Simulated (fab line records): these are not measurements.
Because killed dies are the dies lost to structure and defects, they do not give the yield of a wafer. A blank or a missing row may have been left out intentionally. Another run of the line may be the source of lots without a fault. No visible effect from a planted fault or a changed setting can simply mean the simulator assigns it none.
Matching of chambers :: flow nand harc :: NHARC_P_BONDPAD_DEP_00 on pecvd-01: 3 sister chambers
The step deposits SiCN, target thk 250 nm. 6 wafers are shown with their chamber, then 10 later ones without.

## WAFERS PAIRED WITH THEIR CHAMBERS
wafer: L081.3
chamber: 1
heater power w (W): 655
susceptor temp C (C): 370.03

wafer: L084.5
chamber: 0
heater power w (W): 543
susceptor temp C (C): 369.93

wafer: L085.1
chamber: 1
heater power w (W): 543
susceptor temp C (C): 369.94

wafer: L085.6
chamber: 0
heater power w (W): 505
susceptor temp C (C): 370.04

wafer: L087.1
chamber: 2
heater power w (W): 536
susceptor temp C (C): 370.32

wafer: L087.4
chamber: 2
heater power w (W): 548
susceptor temp C (C): 369.92

## WAFERS WITHOUT THEIR CHAMBER
wafer: L087.6
heater power w (W): 555
susceptor temp C (C): 369.85

wafer: L091.1
heater power w (W): 594
susceptor temp C (C): 370.10

wafer: L091.4
heater power w (W): 510
susceptor temp C (C): 369.83

wafer: L091.6
heater power w (W): 557
susceptor temp C (C): 369.81

wafer: L097.2
heater power w (W): 626
susceptor temp C (C): 370.15

wafer: L097.5
heater power w (W): 560
susceptor temp C (C): 369.91

wafer: L097.6
heater power w (W): 649
susceptor temp C (C): 369.75

wafer: L096.2
heater power w (W): 629
susceptor temp C (C): 369.76

wafer: L096.4
heater power w (W): 484
susceptor temp C (C): 369.94

wafer: L096.6
heater power w (W): 506
susceptor temp C (C): 369.94

## WHICH CHAMBER EACH ONE RAN IN
wafer: L087.6
from the rows above: can't be placed: 0 or 1 or 2
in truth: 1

wafer: L091.1
from the rows above: can't be placed: 1 or 2 or 0
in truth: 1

wafer: L091.4
from the rows above: can't be placed: 0 or 2 or 1
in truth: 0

wafer: L091.6
from the rows above: can't be placed: 0 or 1 or 2
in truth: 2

wafer: L097.2
from the rows above: can't be placed: 1 or 2 or 0
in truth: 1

wafer: L097.5
from the rows above: can't be placed: 0 or 1 or 2
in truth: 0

wafer: L097.6
from the rows above: can't be placed: 1 or 0 or 2
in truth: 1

wafer: L096.2
from the rows above: can't be placed: 1 or 0 or 2
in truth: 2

wafer: L096.4
from the rows above: can't be placed: 0 or 2 or 1
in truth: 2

wafer: L096.6
from the rows above: can't be placed: 0 or 2 or 1
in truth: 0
Placed correctly: 0 of 10. Can't be placed from these rows: 10 (the true chamber is among the candidates in 10). Placed wrongly: 0.
How it was worked out, from the rows above alone: a wafer's distance from a chamber is the root of the sum, over the readings, of the square of ((its reading less the chamber's mean) divided by the reading's scatter). If the next closest chamber is less than 2 further off than the closest, the wafer can't be placed; otherwise it belongs to the closest. Each chamber's mean is taken over the wafers shown for it. How the scatter is found: for the shown wafers, subtract from each reading the mean of its chamber, square and add these, divide the total by (wafers less chambers), then take the root.
